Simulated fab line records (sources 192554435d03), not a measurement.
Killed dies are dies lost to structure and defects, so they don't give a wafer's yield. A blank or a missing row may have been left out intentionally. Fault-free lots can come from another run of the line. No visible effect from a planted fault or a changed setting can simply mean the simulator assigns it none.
fab line records ; flow n5_finfet
[record] lots = 4; wafers = 12; last_day = 16
route steps=1938 shown BEOL_M4@1099 BEOL_M5@1112 BEOL_M11@1565 PASSIVATION@1936
lots with no fault: from the same line, run without faults
start_h: start of the lot's first displayed wafer, in hours after the record's first day ; wait_h: hours from the lot's prior step to this one ; " identical to the entry in the row above ; L1.1+2: one row covering several wafers at once ; - no value, or no start was given ; * or withheld: withheld ; < > ~ a bound
route shown NAME@n: names a module that has steps shown in the file, with the first one's number in the route ; usual: mean/standard deviation taken from wafers without a fault ; same: alike in all rows ; chamber/n: place in a boat ; sites: readings site by site ; _std_site: how widely they spread, as a standard deviation ; _edge_site: the outer-site mean with the inner-site mean subtracted ; radius_mm: for every site, how far away it sits from the centre of the wafer ; mask NAME#n: copy n ; behind: the most recent tool/chamber to have shaped the wafer ; hold: why the lot was held/for how many hours/how that ended ; device: names the non-switching transistor (n, p or np) ; end of line: the same wafers' tests at the end of the route ; step lacking rows: just its recipe ; killed: at the first sort, the dies lost to defects and structure; wafer yield is something else ; map: per-die view of a wafer (x killed, . not killed, _ where there is no die)
set.NAME: the setting the step ran with; set.NAME@STEP: the setting that earlier step ran with ; model.NAME: the simulator's own value behind a step, which no gauge read
a table for each step, a row for each wafer; lots at some steps of the route
services: the hour from which a tool's chamber was out of use, counted from the record's first day as start_h (under 0 if before that day), plus the number of hours and why
[[steps]]
[step N5_BEOL_M4_ANNEAL_95]
[recipe] temp_c = 400; time_s = 240; ambient = vacuum
[step N5_BEOL_M4_SPUTTER_96]
[recipe] material = Cu; target_thk_a = 45; temp_c = -20; chamber_pressure_pa = 0.07; power_w = withheld; time_s = 8.29
[step N5_BEOL_M4_ECD_50]
[recipe] material = Cu; target_thk_a = 3000
[step N5_BEOL_M4_ANNEAL_51]
[recipe] temp_c = 225; time_s = 90; ambient = N2
[step N5_BEOL_M4_CMP_52]
[recipe] stop_on = SiOC; t_overpolish_s = 6.8; down_force_psi = 1; platen_rpm = 50; clearing_platen_down_force_psi = 1.5; clearing_platen_rpm = 50; post_cmp_clean = cu_alkaline; target_thk_nm = 40; clearing_platen_pad_velocity_m_s = 0.99484; pad_velocity_m_s = 0.99484
[step N5_BEOL_M4_PRE_CLEAN_60]
[recipe] gas = NH3/H2; time_s = 15; temp_c = *; rf_power_w = 300
[step N5_BEOL_M4_CO_CAP_55]
[recipe] material = Co; target_thk_a = 20; temp_c = 200; precursor = CCTBA/H2; pressure_torr = 30; time_s = 102.1
[step N5_BEOL_M4_PRE_CLEAN_56]
[recipe] gas = NH3; time_s = 15; temp_c = withheld; rf_power_w = 300
[step N5_BEOL_M4_DEP_57]
[recipe] material = SiCN; target_thk_a = 80; temp_c = withheld; precursor = 3MS/NH3; pressure_torr = 3; rf_w = 202; time_s = 14
[step N5_BEOL_M4_RC_MEAS_101]
[usual] DIBL_N = 36.5/1.4; DIBL_P = 36.9/1.7; IOFF_N = 0.163/0.023; IOFF_P = 0.22/0.032; ION_N = 673/9; ION_P = 462/7.5; SS_N = 71.6/0.54; SS_P = 73.4/0.62; VT_N = 249.8/2.8; VT_P = -250/3.5
lot.wafer;tool;chamber;start_h;wait_h;DIBL_N[mV/V];DIBL_P[mV/V];IOFF_N[nA/um];IOFF_P[nA/um];ION_N[uA/um];ION_P[uA/um];SS_N[mV/dec];SS_P[mV/dec];VT_N[mV];VT_P[mV]
L475.1;prober-01;0;210.67;0.0;38.9;38.9;0.203;0.24;691;460;72.4;74.7;245.2;-249
L475.2;prober-01;0;210.67;0.0;34.2;33.7;0.127;0.16;656;451;71.7;72.0;254.4;-255
L475.5;prober-01;0;210.67;0.0;35.4;35.7;0.148;0.18;670;460;71.7;72.7;247.3;-256
L483.4;prober-01;0;251.01;0.5;36.0;36.3;0.151;0.20;684;466;71.3;73.4;250.4;-251
L483.5;prober-01;0;251.01;0.5;37.1;37.4;0.179;0.22;689;470;71.8;73.4;247.2;-250
L483.6;prober-01;0;251.01;0.5;37.4;38.5;0.187;0.25;678;468;71.8;74.0;247.0;-248
L482.2;prober-02;0;258.94;0.2;37.3;38.2;0.175;0.24;669;470;71.9;73.6;250.3;-247
L482.4;prober-02;0;258.94;0.2;39.0;40.7;0.220;0.30;691;478;71.2;74.4;243.9;-245
L482.6;prober-02;0;258.94;0.2;37.0;38.4;0.173;0.25;680;471;71.3;73.1;249.1;-246
L488.1;prober-02;0;282.12;0.0;34.8;36.2;0.133;0.17;662;451;70.5;73.5;252.7;-255
L488.5;prober-02;0;282.12;0.0;34.5;36.6;0.137;0.17;670;450;70.9;73.3;251.2;-252
L488.6;prober-02;0;282.12;0.0;34.7;36.0;0.135;0.16;663;451;71.5;72.9;251.8;-258
[step N5_BEOL_M5_ILD_DEP_00]
[recipe] material = SiCOH_lowk; target_thk_a = 1406.4; temp_c = 300; precursor = DEMS/porogen; pressure_torr = 5; rf_w = 500; time_s = 25.9
[step N5_BEOL_M5_CURE_79]
[recipe] temp_c = 385; time_s = 240; ambient = He/Ar; material = SiCOH_lowk
[step N5_BEOL_M5_PECVD_70]
[recipe] material = SiO2; target_thk_a = 160; temp_c = 400; precursor = TEOS/O2; pressure_torr = 5.5; rf_w = 450; teos_flow_sccm = 53.8; gas = O2; flow_sccm = 3000; time_s = 18
[step N5_BEOL_M5_HM_DEP_02]
[recipe] material = TiN; target_thk_a = 200; temp_c = 25; chamber_pressure_pa = 0.49996
[step N5_BEOL_M5_COAT_59]
[recipe] resist = SOC; temp_c = 250; time_s = 60; spin_rpm = 1500; resist_thk_nm = 60
[step N5_BEOL_M5_COAT_60]
[recipe] resist = SiARC; temp_c = 220; time_s = 60; spin_rpm = 1500; resist_thk_nm = 12
[step N5_BEOL_M5_COAT_71]
[recipe] resist = underlayer; temp_c = 205; time_s = 60; spin_rpm = 1500; resist_thk_nm = 5
[step N5_BEOL_M5_COAT_05]
[recipe] resist = CAR-EUV; spin_rpm = 1500; resist_thk_nm = 30
[step N5_BEOL_M5_EBR_07]
[recipe] solvent = PGMEA; ebr_width_mm = 1.5
[step N5_BEOL_M5_SOFTBAKE_06]
[recipe] temp_c = 110; time_s = 60; resist = CAR-EUV
[step N5_BEOL_M5_EXPOSE_08]
[recipe] mask_id = M5; na = 0.33; source_shape = annular; sigma_inner = 0.4; sigma_outer = 0.8; polarization = unpolarized; target_cd_nm = 28; dose_mj = 35.75
[step N5_BEOL_M5_PEB_09]
[recipe] peb_temp_c = 100; peb_time_s = 60; resist = CAR-EUV
[step N5_BEOL_M5_DEVELOP_10]
[recipe] develop_time_s = 30; developer = TMAH; resist = CAR-EUV; rinse_liquid = surfactant_rinse; dry = air_spin; dev_temp_c = 23
[step N5_BEOL_M5_DESCUM_16]
[recipe] chemistry = O2; time_s = 7; source_power_w = 50; bias_power_w = 20; pressure_mtorr = 20; rf_frequency_hz = 2.712e+07; temp_c = 40; resist = CAR-EUV; o2_flow_sccm = 225
[step N5_BEOL_M5_ETCH_72]
[recipe] chemistry = N2/H2; target = underlayer; target_depth_a = 65; mask_material = CAR-EUV; time_s = 5.2; ion_energy_ev = 200; pressure_mtorr = 30; source_w = 840; bias_w = 150; n2_flow_sccm = 200; h2_flow_sccm = 200; ends = cleared
[step N5_BEOL_M5_ETCH_61]
[recipe] chemistry = CF4; target = SiARC; target_depth_a = 156; mask_material = CAR-EUV; time_s = 26; ion_energy_ev = 80; pressure_mtorr = 40; source_w = 545; bias_w = 36; Ar_flow_sccm = 100; cf4_flow_sccm = 100; ends = cleared
[step N5_BEOL_M5_ETCH_62]
[recipe] chemistry = N2/H2; target = SOC; target_depth_a = 750; overetch_a = 150; mask_material = SiARC; temp_c = 40; time_s = 112.5; ion_energy_ev = 200; pressure_mtorr = 30; source_w = 840; bias_w = 150; n2_flow_sccm = 200; h2_flow_sccm = 200
[step N5_BEOL_M5_STRIP_63]
[recipe] chemistry = N2/H2; temp_c = 40; n2_flow_sccm = 200; h2_flow_sccm = 200; rf_frequency_hz = 6e+07
[step N5_BEOL_M5_STRIP_73]
[recipe] chemistry = N2/H2; temp_c = 40; n2_flow_sccm = 200; h2_flow_sccm = 200; rf_frequency_hz = 6e+07
[step N5_BEOL_M5_STRIP_64]
[recipe] chemistry = CF4; resist = SiARC; power_w = 300; bias_power_w = 75; pressure_mtorr = 50; cf4_flow_sccm = 150; rf_frequency_hz = 6e+07
[step N5_BEOL_M5_HM_OPEN_17]
[recipe] chemistry = Cl2/BCl3; target_depth_a = 200; overetch_a = 60; target = TiN; mask_material = SOC; ion_energy_ev = 150; pressure_mtorr = 10; icp_w = 1000; bias_w = 126; Cl2_flow_sccm = 53.25; bcl3_flow_sccm = 21.75; Ar_flow_sccm = 25
[step N5_BEOL_M5_STRIP_19]
[recipe] chemistry = O2; power_w = 400; temp_c = 40; pressure_mtorr = 30; rf_frequency_hz = 6e+07; bias_power_w = 0; overash_fraction = 0.2; o2_flow_sccm = 225
[step N5_BEOL_M5_COAT_65]
[recipe] resist = SOC; temp_c = 250; time_s = 60; spin_rpm = 1500; resist_thk_nm = 60
[step N5_BEOL_M5_COAT_66]
[recipe] resist = SiARC; temp_c = 220; time_s = 60; spin_rpm = 1500; resist_thk_nm = 12
[step N5_BEOL_M11_EXPOSE_25]
[recipe] mask_id = V10; na = 1.35; source_shape = annular; sigma_inner = 0.5; sigma_outer = 0.8; polarization = unpolarized; dose_mj = 85.5
[usual] exposure_dose_mJ_cm2 = 85.48/0.078
lot.wafer;tool;chamber;start_h;wait_h;mask;exposure_dose_mJ_cm2
L475.1;arfi_scanner-03;0;262.91;-;V10#0;85.65
L475.2;arfi_scanner-03;0;262.91;-;V10#0;85.41
L475.5;arfi_scanner-03;0;262.91;-;V10#0;85.70
L483.4;arfi_scanner-03;0;308.06;-;V10#0;98.31
L483.5;arfi_scanner-03;0;308.06;-;V10#0;98.29
L483.6;arfi_scanner-03;0;308.06;-;V10#0;98.34
L482.2;arfi_scanner-03;0;311.87;-;V10#0;95.80
L482.4;arfi_scanner-03;0;311.87;-;V10#0;95.87
L482.6;arfi_scanner-03;0;311.87;-;V10#0;95.67
L488.1;arfi_scanner-01;0;340.42;-;V10#0;85.50
L488.5;arfi_scanner-01;0;340.42;-;V10#0;85.53
L488.6;arfi_scanner-01;0;340.42;-;V10#0;85.48
[step N5_BEOL_M11_CD_MEAS_28]
[recipe] target_cd_nm = 70; landing_energy_ev = 500; detector = se_inlens; polarity = opening
[usual] cd_nm = 69.9/0.89
lot.wafer;tool;chamber;start_h;wait_h;cd_nm
L475.1;cd_sem-01;0;263.04;-;69.2
L475.2;cd_sem-01;0;263.04;-;70.0
L475.5;cd_sem-01;0;263.04;-;69.7
L483.4;cd_sem-03;0;308.17;-;82.9
L483.5;cd_sem-03;0;308.17;-;82.6
L483.6;cd_sem-03;0;308.17;-;83.1
L482.2;cd_sem-02;0;311.99;-;78.7
L482.4;cd_sem-02;0;311.99;-;79.2
L482.6;cd_sem-02;0;311.99;-;79.3
L488.1;cd_sem-03;0;340.55;-;69.7
L488.5;cd_sem-03;0;340.55;-;70.3
L488.6;cd_sem-03;0;340.55;-;71.0
[step N5_PASSIVATION_PROBE_49]
[usual] defect_limited_yield = 91.2/1.4; killed_at_M0_to_M3 = 35/11; killed_at_M4_up = 12/4.2; killed_at_contacts = 13/5.6; killed_at_front_end = 40/12; killed_at_other = 3.3/2.6; killed_dies = 103/17; killed_on_rim = 14/4.5; killed_open = 68/12; killed_short = 34/7.6; sort_bin_5_function = 5.1/0.95; sort_bin_6_memory = 3.3/0.68; sort_n_pass = 1077/17; sort_yield_pct = 91.2/1.4
[same] gross_dies = 1180; killed_at_back_side = 0; sort_bin_4_leakage[%] = 0; sort_bin_8_speed[%] = 0
lot.wafer;tool;chamber;start_h;wait_h;defect_limited_yield[%];killed_at_M0_to_M3;killed_at_M4_up;killed_at_contacts;killed_at_front_end;killed_at_other;killed_dies;killed_on_rim;killed_open;killed_short;sort_bin_5_function[%];sort_bin_6_memory[%];sort_n_pass;sort_yield_pct[%]
L483.4;prober-01;-;349.28;0.2;35.3;28;658;20;53;4;763;149;76;37;6.2;3.2;417;35.3
L483.5;prober-01;-;349.33;0.2;40.0;33;622;14;36;3;708;143;74;25;5.3;3.0;472;40.0
L483.6;prober-01;-;349.38;0.3;36.7;59;646;3;36;3;747;147;60;52;4.6;4.1;433;36.7
L482.2;prober-02;-;355.80;0.1;85.3;26;94;15;38;1;174;53;63;25;5.3;2.1;1006;85.3
L482.4;prober-02;-;355.90;0.2;81.5;21;120;16;61;0;218;64;78;31;5.4;3.8;962;81.5
L482.6;prober-02;-;356.00;0.3;81.0;33;117;18;52;4;224;69;77;39;6.0;3.3;956;81.0
// killed by level:class
L483.4 BEOL_M11:area_expose=649 MOL_CONTACT_COAG:geometric_particle:open=15 STI_FIN_REVEAL:geometric_particle:open=11 FIN_SAQP:geometric_particle:open=8 BEOL_M3:geometric_particle:open=7 MOL_CONTACT_COAG:geometric_particle:short=5 BEOL_M2:geometric_particle:open=5 FIN_CUT:geometric_particle:short=4
L483.5 BEOL_M11:area_expose=607 MOL_CONTACT_COAG:geometric_particle:open=11 FIN_SAQP:geometric_particle:open=10 BEOL_M1:geometric_particle:open=10 BEOL_M0_SAQP:geometric_particle:open=8 BEOL_M3:geometric_particle:open=5 BEOL_M4:geometric_particle:open=5 STI_FIN_REVEAL:geometric_particle:open=4
L483.6 BEOL_M11:area_expose=634 BEOL_M0_SAQP:geometric_particle:short=19 BEOL_M1:geometric_particle:open=11 BEOL_M0_SAQP:geometric_particle:open=9 STI_FIN_REVEAL:geometric_particle:open=7 BEOL_M4:geometric_particle:open=7 FIN_SAQP:geometric_particle:short=6 BEOL_M1:geometric_particle:short=6
L482.2 BEOL_M11:area_expose=85 MOL_CONTACT_COAG:geometric_particle:open=15 BEOL_M0_SAQP:geometric_particle:open=8 FIN_SAQP:geometric_particle:open=7 STI_FIN_REVEAL:geometric_particle:open=7 BEOL_M2:geometric_particle:open=7 FIN_SAQP:geometric_particle:short=4 GATE_CUT:geometric_particle:short=4
L482.4 BEOL_M11:area_expose=106 FIN_SAQP:geometric_particle:open=17 MOL_CONTACT_COAG:geometric_particle:open=13 STI_FIN_REVEAL:geometric_particle:open=11 BEOL_M1:geometric_particle:open=7 FIN_SAQP:geometric_particle:short=6 GATE_CUT:geometric_particle:short=5 BEOL_M2:geometric_particle:open=5
L482.6 BEOL_M11:area_expose=107 MOL_CONTACT_COAG:geometric_particle:open=16 FIN_SAQP:geometric_particle:open=14 BEOL_M0_SAQP:geometric_particle:open=10 FIN_SAQP:geometric_particle:short=9 BEOL_M0_SAQP:geometric_particle:short=7 BEOL_M2:geometric_particle:open=7 STI_FIN_REVEAL:geometric_particle:open=5
// map L482.6 (x killed, . not)
_________________...x.x......________________
______________x...x...x..x..xx.x_____________
___________xx.x.....x.......x..xxx.__________
__________xx..x.x................xxx_________
________xxx......x.............x.....x_______
_______x.....x....x.xx......x.x.....x..______
______.......x...........x..........x..._____
_____x.........................x..xx...x.____
____xx.....x...x..............x........x.x___
___xx.x..............................xx.x..__
___...x.........x...........x.x..x........x__
__.x..xx..............x.......x..x....x.xxxx_
__xxx.xx...................................x_
_.xx.......x.....x.......x.......x.xx..x....x
_.xx.x...........x.........................x.
_....x.x............x..x.....x......x......x.
_.x...x...............x............x........x
_x.........x..........x......................
_x..x...............x.x............x...x.xx..
_x.x................x...xx..........x..xx.xx.
_x.x..x.......x......x.................x...xx
__.x...x........x...........xx......x..x...x_
__.x....xx..x................x...x.x....x..x_
___xx..............x.......................__
___...x..x......x.x.x..........x........x..__
____x.....xx..x.....x................x...x___
_____..............x..............x...x..____
______x.......xx..xx....xx...xx.....x..._____
_______x...x......x......x..xx....x.x..______
________x.x..............xx....x...x.x_______
__________xx..x...x.......x......xx._________
___________...xx...x....x.....xx..x__________
______________..x..xx........xx._____________
_________________.x..xxx..x..________________
// map L483.4 (x killed, . not)
_________________xxxx.xxxxxxx________________
______________xxxxxxxxxxxxxxxxxx_____________
___________xxxxxxx.xx.xxxxxxxxxxxxx__________
__________xxxxx.xx.xxxxxxxxxxxxxxxxx_________
________xxxxxxxxxxxxxx..x.xxxxxxxxxxxx_______
_______xxx.xxxxxxx.xxx..x..xx.xxxxxxxxx______
______xxxxx.xxx.x.xxx.xxx..x..x.xxx.xxxx_____
_____xxxxxx.xx.xxxx.xx...x..x..xxxxxxxxxx____
____xxxxx.xxx.xxxx.xx..x....xx....xxxxxxxx___
___xxxx.xxxxxxxxx..x...xx....x....x..xxxxxx__
___xxxxxx.x.xxx......xx........xxxxxx.xxxxx__
__xxxxx.xx.xx..xx..x..x.x..xx.x.x.x.xx.x.xxx_
__xxxxxxxx.xx..xx...........x...xxx.xx.x.x.x_
_xxxxxxx.xxx.....x......x.....xx...xxxxxxxxxx
_xxxxxxx...xxxx.xxx....x..x.....xx.x.x..xxx.x
_xxxxxxxxxxx.xx....x.x...........x..xxx.xxx..
_xxxx.xxxxxxxx.x....................xxxx.xxxx
_xxxxx.xx.xxxx.........x..x......xxx.x.xxx.xx
_xxxxxx.xx.x..xx......x..xxxxx....x.x.x..xxxx
_xxxxxxx.xxx..x.x....xx..xx........x.xxxxx.xx
_xxxx.x..xxxxx...x....x...x.x.....x.....xxxxx
__x.xxxxx....x...x...xxxxx..x..x..xx.xxxxxxx_
__xxxxx.x.x.xx.x..x....x.......xxxxxx.xxxxxx_
___xxxxxx..xxx...............xx.xxxxxxxx.xx__
___xx.xx.xxxxxx.x............x.x....xxxxx.x__
____xxxxxxxxx....x..x.xx.xx..xxxx.xxxx.xxx___
_____xxxxxxx.xx.x..xxx.xx..x.xx.xxxx.xxxx____
______xxxx.xxxxxx.x..xxxx.xx...xxx.x.xxx_____
_______xxxxxxx.xxxx..xxx..xxxxxxxxxxxxx______
________xxxx.xxxxx.xx..x.xxxx..x.xxxxx_______
__________xxxxxxxxxx.xxx.xxx.xxxxxxx_________
___________xxxxxxxxxx.xxxxxxxxxxxxx__________
______________xxxxxxx.xx.xxxxxxx_____________
_________________xxxxxxxxxxxx________________
[[services]]
tool;chamber;start_h;hours;kind
arfi_scanner-01;0;239.63;-;calibration
arfi_scanner-01;-;257.03;1.3;pm
arfi_scanner-01;-;274.63;1.0;pm
arfi_scanner-03;-;277.01;1.3;pm
arfi_scanner-03;-;280.43;0.4;repair
arfi_scanner-03;-;325.72;1.1;repair
arfi_scanner-03;-;326.85;1.0;pm
arfi_scanner-03;-;334.36;0.8;pm
[[key]]
[first_sign] step = N5_BEOL_M11_EXPOSE_25; reading = exposure_dose_mJ_cm2; direction = up; sigmas = 99+; usual = 85.48; struck = 97.05
[effect] step = N5_BEOL_M11_CD_MEAS_28; reading = cd_nm; direction = up; sigmas = 12; usual = 69.9; struck = 81.0; through = control_loop
[effect] step = N5_PASSIVATION_PROBE_49; reading = killed_at_M4_up; direction = up; sigmas = 86; usual = 12; struck = 376
[more_kills_born_at] N5_BEOL_M11_EXPOSE_25@arfi_scanner-03 = 2188
met_at N5_BEOL_M11_EXPOSE_25
struck_wafers L482.2,L482.4,L482.6,L483.4,L483.5,L483.6
later_rows_left_out L483.4,L483.5,L483.6
[loop_trim] step = N5_BEOL_M11_EXPOSE_25; setting = dose; lots = L482
onset_between 262.91 308.06
[fault] kind = process_parameter_drift; tool = arfi_scanner-03; chamber = -; onset_h = 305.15; steps = N5_BEOL_M11_EXPOSE_25; channel = dose_mj; offset = 12.94; shape = step; acts_in = these_recipes_only; stated = 85.5
// later_rows_left_out: the simulator's readings of these wafers behind a module that went badly wrong aren't trusted and aren't shown, but for the sort
// loop_trim: a control loop set the setting to another value than it would have without faults
